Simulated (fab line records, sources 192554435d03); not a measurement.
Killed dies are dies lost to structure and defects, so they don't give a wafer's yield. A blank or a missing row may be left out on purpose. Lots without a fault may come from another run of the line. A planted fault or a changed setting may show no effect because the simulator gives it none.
Chamber matching | flow n5_finfet | N5_SDB_CMP_30 on cmp-02: 4 sister chambers
The step polishes, stops on poly-Si, t overpolish 1.54 s, target thk 30 nm. 4 wafers are shown with their chamber, then 9 later ones without.

WAFERS WITH THEIR CHAMBER
wafer  | chamber | motor_current_A (A)
L080.4 | 2       | 10.6
L082.1 | 1       | 12.7
L083.1 | 3       | 13.6
L083.6 | 0       | 12.5

WAFERS WITHOUT THEIR CHAMBER
wafer  | motor_current_A (A)
L084.1 | 12.5
L084.3 | 13.7
L084.4 | 10.7
L093.1 | 10.7
L093.3 | 13.2
L093.6 | 12.6
L097.2 | 12.8
L097.5 | 13.4
L097.6 | 13.0

WHICH CHAMBER EACH WENT THROUGH
wafer  | from the rows above          | in truth
L084.1 | can't be placed: 0 or 1      | 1
L084.3 | 3                            | 3
L084.4 | 2                            | 2
L093.1 | 2                            | 2
L093.3 | can't be placed: 3 or 1 or 0 | 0
L093.6 | can't be placed: 0 or 1      | 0
L097.2 | can't be placed: 1 or 0      | 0
L097.5 | 3                            | 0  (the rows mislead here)
L097.6 | can't be placed: 1 or 0 or 3 | 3
Placed correctly: 3 of 9. Can't be placed from these rows: 5 (the true chamber is among the candidates in 5). Placed wrongly: 1.
How it was worked out, from the rows above alone: a wafer's distance from a chamber is the root of the sum, over the readings, of the square of ((its reading less the chamber's mean) divided by the reading's scatter). The wafer belongs to the nearest chamber; if the next one is less than 2 further off, it can't be placed. A chamber's mean is the mean of its shown wafers. The scatter: with one shown wafer a chamber, the root of the mean of the squares of how far each hidden wafer lies from its nearest shown one.
